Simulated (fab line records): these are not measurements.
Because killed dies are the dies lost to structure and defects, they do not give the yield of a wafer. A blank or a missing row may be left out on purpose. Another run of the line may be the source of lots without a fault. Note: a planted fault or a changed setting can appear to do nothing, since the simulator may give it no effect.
Which tool was responsible? ; flow nandHarc ; 72 wafers from 24 lots sampled at 6 of the route's 1302 steps

WHAT EACH GAUGE READ, for each wafer
NHARC_A_CHANNEL_HOLE_D1_CD_MEAS_30.
lot;measured;on;cdNm (nm)
L074;day 8 16:29;cdSem-01;92.3 91.4 89.6
L076;day 9 10:04;cdSem-03;89.2 87.3 86.6
L075;day 9 13:45;cdSem-02;90.6 90.5 90.4
L077;day 10 01:56;cdSem-02;91.9 88.7 89.8
L078;day 10 07:23;cdSem-01;91.9 91.2 93.6
L079;day 10 17:53;cdSem-01;89.2 90.7 90.5
L080;day 11 02:13;cdSem-02;89.3 94.3 93.4
L081;day 11 14:15;cdSem-03;92.1 92.6 90.6
L082;day 12 06:35;cdSem-01;91.5 92.1 90.6
L083;day 12 10:39;cdSem-03;92.4 92.0 92.7
L084;day 12 22:19;cdSem-03;89.3 87.7 90.4
L085;day 13 02:29;cdSem-01;90.4 88.0 91.5
L086;day 13 15:31;cdSem-02;91.5 92.1 91.1
L087;day 14 13:52;cdSem-02;89.0 88.2 92.1
L088;day 14 22:14;cdSem-03;89.5 91.4 93.2
L090;day 15 18:20;cdSem-03;89.5 91.0 91.2
L089;day 15 20:22;cdSem-02;90.2 89.2 90.8
L091;day 15 22:13;cdSem-02;89.4 88.6 87.9
L092;day 16 09:44;cdSem-03;90.5 91.1 93.1
L093;day 16 10:24;cdSem-03;88.9 90.4 89.3
L094;day 17 04:20;cdSem-02;89.3 88.2 89.6
L096;day 18 02:15;cdSem-02;90.6 90.8 90.3
L095;day 18 03:35;cdSem-03;88.7 89.4 89.7
L097;day 18 07:43;cdSem-03;91.2 90.7 90.8

NHARC_A_ONON_D2_THK_MEAS_05: measures by ellipsometry.
lot;measured;on;thkNm (nm)
L074;day 12 06:43;filmMetro-01;1010 1009 1009
L076;day 13 01:29;filmMetro-01;986 987 986
L075;day 13 01:29;filmMetro-02;1003 1005 1002
L077;day 13 14:23;filmMetro-02;991 990 991
L078;day 13 14:20;filmMetro-01;995 997 994
L079;day 14 07:39;filmMetro-01;1016 1016 1014
L080;day 14 13:13;filmMetro-01;996 997 999
L081;day 15 06:16;filmMetro-02;1011 1010 1009
L082;day 16 00:55;filmMetro-02;1006 1007 1005
L083;day 16 00:55;filmMetro-01;1008 1008 1007
L084;day 16 18:02;filmMetro-01;1011 1011 1010
L085;day 16 18:01;filmMetro-01;982 982 981
L086;day 17 01:40;filmMetro-01;1016 1016 1015
L087;day 18 05:55;filmMetro-01;999 1001 1000
L088;day 18 12:59;filmMetro-01;1007 1007 1005
L090;day 19 07:16;filmMetro-01;994 994 992
L089;day 19 07:14;filmMetro-02;1011 1010 1010
L091;day 19 12:46;filmMetro-01;1009 1007 1008
L092;day 20 05:07;filmMetro-01;995 997 997
L093;day 20 05:07;filmMetro-01;989 991 990
L094;day 20 19:50;filmMetro-02;1003 1001 1005
L096;day 21 18:32;filmMetro-02;996 994 997
L095;day 21 18:45;filmMetro-02;982 983 981
L097;day 21 18:24;filmMetro-01;1016 1016 1017

NHARC_A_ONON_D2_THK_MEAS_14: measures by ellipsometry.
lot;measured;on;thkNm (nm)
L074;day 12 08:25;filmMetro-01;997 1000 998
L076;day 13 03:12;filmMetro-01;1005 1005 1007
L075;day 13 03:11;filmMetro-02;995 993 995
L077;day 13 16:04;filmMetro-01;1001 1000 1001
L078;day 13 16:02;filmMetro-02;998 998 999
L079;day 14 09:21;filmMetro-01;1011 1012 1012
L080;day 14 14:57;filmMetro-01;998 998 998
L081;day 15 07:58;filmMetro-02;1000 1000 999
L082;day 16 02:36;filmMetro-01;1014 1014 1015
L083;day 16 02:37;filmMetro-02;1013 1014 1014
L084;day 16 19:45;filmMetro-01;1006 1007 1005
L085;day 16 19:43;filmMetro-01;1018 1018 1018
L086;day 17 03:22;filmMetro-01;990 989 988
L087;day 18 07:39;filmMetro-01;1008 1009 1008
L088;day 18 14:42;filmMetro-01;1001 1001 1001
L090;day 19 08:58;filmMetro-02;995 997 997
L089;day 19 08:56;filmMetro-01;991 992 995
L091;day 19 14:29;filmMetro-02;1010 1010 1011
L092;day 20 06:52;filmMetro-01;987 986 986
L093;day 20 06:49;filmMetro-01;988 987 988
L094;day 20 21:32;filmMetro-02;991 990 993
L096;day 21 20:14;filmMetro-01;990 991 991
L095;day 21 20:27;filmMetro-01;1016 1013 1014
L097;day 21 20:05;filmMetro-02;998 999 1001

NHARC_A_ONON_D2_THK_MEAS_21: measures by ellipsometry.
lot;measured;on;thkNm (nm)
L074;day 12 16:46;filmMetro-01;998 998 998
L076;day 13 11:30;filmMetro-01;993 993 994
L075;day 13 11:30;filmMetro-02;991 990 991
L077;day 14 02:22;filmMetro-01;1009 1008 1010
L078;day 14 02:22;filmMetro-02;988 990 989
L079;day 14 17:40;filmMetro-02;1003 1000 1002
L080;day 14 23:11;filmMetro-01;1010 1012 1011
L081;day 15 16:58;filmMetro-02;988 990 989
L082;day 16 10:40;filmMetro-01;1005 1004 1005
L083;day 16 10:40;filmMetro-02;1006 1008 1006
L084;day 17 04:18;filmMetro-02;998 999 998
L085;day 17 04:17;filmMetro-02;995 994 995
L086;day 17 11:38;filmMetro-02;1031 1029 1029
L087;day 18 16:15;filmMetro-01;1001 1005 1003
L088;day 19 00:16;filmMetro-02;1000 999 1000
L090;day 19 16:52;filmMetro-02;992 993 993
L089;day 19 16:53;filmMetro-01;1003 1005 1001
L091;day 19 22:27;filmMetro-02;1009 1007 1007
L092;day 20 15:22;filmMetro-02;1008 1010 1011
L093;day 20 15:22;filmMetro-01;993 994 992
L094;day 21 05:51;filmMetro-01;991 991 992
L096;day 22 04:26;filmMetro-01;1005 1004 1006
L095;day 22 04:26;filmMetro-02;1009 1008 1008
L097;day 22 04:26;filmMetro-02;1005 1005 1004

NHARC_A_ONON_D2_THK_MEAS_30: measures by ellipsometry.
lot;measured;on;thkNm (nm)
L074;day 12 18:28;filmMetro-01;970 970 971
L076;day 13 13:12;filmMetro-02;997 997 999
L075;day 13 13:13;filmMetro-02;994 993 993
L077;day 14 04:04;filmMetro-02;1008 1007 1008
L078;day 14 04:04;filmMetro-01;996 995 996
L079;day 14 19:22;filmMetro-02;988 988 989
L080;day 15 00:56;filmMetro-01;1005 1006 1005
L081;day 15 18:40;filmMetro-01;988 989 990
L082;day 16 12:22;filmMetro-02;988 989 990
L083;day 16 12:22;filmMetro-01;1006 1007 1007
L084;day 17 06:01;filmMetro-01;991 990 990
L085;day 17 05:58;filmMetro-01;997 997 996
L086;day 17 13:20;filmMetro-01;999 999 1000
L087;day 18 17:57;filmMetro-02;1004 1003 1004
L088;day 19 01:58;filmMetro-01;1001 1000 1001
L090;day 19 18:34;filmMetro-02;1005 1002 1005
L089;day 19 18:35;filmMetro-01;1001 1001 1003
L091;day 20 00:09;filmMetro-01;1007 1008 1008
L092;day 20 17:04;filmMetro-01;984 984 983
L093;day 20 17:04;filmMetro-01;1016 1017 1015
L094;day 21 07:33;filmMetro-02;997 996 996
L096;day 22 06:08;filmMetro-02;1008 1009 1008
L095;day 22 06:08;filmMetro-01;1003 1005 1002
L097;day 22 06:08;filmMetro-01;1002 1002 1002

WHICH TOOL RAN EACH LOT (tool, then ch and the chambers of the sampled wafers, then the start)
lot;NHARC_A_CHANNEL_HOLE_D1_ETCH_24
L074;harEtch-02 ch 0,1, day 8 13:05
L076;harEtch-01 ch 0,1, day 9 06:55
L075;harEtch-02 ch 0,1, day 9 10:21
L077;harEtch-02 ch 0,1, day 9 22:33
L078;harEtch-02 ch 0,1, day 10 04:08
L079;harEtch-02 ch 0,1, day 10 14:36
L080;harEtch-01 ch 0,1, day 10 22:47
L081;harEtch-02 ch 0,1, day 11 10:51
L082;harEtch-02 ch 0,1, day 12 03:19
L083;harEtch-01 ch 1, day 12 07:23
L084;harEtch-01 ch 0,1, day 12 18:54
L085;harEtch-01 ch 1, day 12 23:13
L086;harEtch-01 ch 0,1, day 13 12:15
L087;harEtch-01 ch 0,1, day 14 10:29
L088;harEtch-01 ch 0,1, day 14 18:51
L090;harEtch-01 ch 0,1, day 15 14:41
L089;harEtch-02 ch 0,1, day 15 16:49
L091;harEtch-01 ch 0,1, day 15 19:14
L092;harEtch-01 ch 0,1, day 16 06:20
L093;harEtch-02 ch 0,1, day 16 07:09
L094;harEtch-01 ch 0,1, day 17 01:04
L096;harEtch-02 ch 0,1, day 17 22:59
L095;harEtch-01 ch 0,1, day 18 00:16
L097;harEtch-01 ch 0,1, day 18 04:25
- NHARC_A_CHANNEL_HOLE_D1_ETCH_24: etches the open film in C4F8/O2/Ar, time 906.2 s, target depth 1500 nm.

AS READ BY THE TOOLS THEMSELVES (means over the sampled wafers that have a number; for cases with no such wafer, the mark the record gives instead)
NHARC_A_CHANNEL_HOLE_D1_ETCH_24.
lot;tool;drypumpMotorCurrentA (A);showerheadPlenumPTorr (Torr);throttleValvePct (%)
L074;harEtch-02;6.1;3.58;32.231
L076;harEtch-01;5.5;3.71;32.232
L075;harEtch-02;6.1;3.57;32.229
L077;harEtch-02;6.1;3.57;32.237
L078;harEtch-02;6.3;3.64;32.241
L079;harEtch-02;6.3;3.64;32.235
L080;harEtch-01;5.2;3.70;32.233
L081;harEtch-02;6.3;3.64;32.233
L082;harEtch-02;6.0;3.55;32.235
L083;harEtch-01;5.0;3.68;32.228
L084;harEtch-01;5.3;3.68;32.233
L085;harEtch-01;5.0;3.67;32.240
L086;harEtch-01;5.5;3.68;32.226
L087;harEtch-01;5.3;3.67;32.238
L088;harEtch-01;5.5;3.67;32.238
L090;harEtch-01;5.3;3.66;32.227
L089;harEtch-02;6.3;3.61;32.231
L091;harEtch-01;5.3;3.66;32.239
L092;harEtch-01;5.5;3.66;32.246
L093;harEtch-02;6.1;3.53;32.234
L094;harEtch-01;5.6;3.65;32.228
L096;harEtch-02;6.3;3.75;32.239
L095;harEtch-01;5.3;3.64;32.235
L097;harEtch-01;5.5;3.64;32.246

THE ANSWER, worked out from the rows above alone
Rule: the usual values come from the lots themselves. Put in order of their means at a reading, lots are off if they are a third of the lots or fewer, leave a main group of 4 or more, and stand apart from it by a gap of 3 or more times the standard deviation of the main group's means; of several such gaps the widest counts. A main group is skipped when, at the precision printed for the reading in the tables above, its means are all equal. Also off: a lot with no number at a reading for which 4 or more lots have one. Any other lot the step has rows for is counted as sound. After the gauges, taken in route order, come the tools' own readings; for these a lot's mean is taken, as printed above. At the first step where some lot is off, the reading lying furthest off is the one used; lots without a number count as furthest.
Nothing can be told from this: no lot is off at any reading shown.

WHAT THE SIMULATOR HAD PUT IN
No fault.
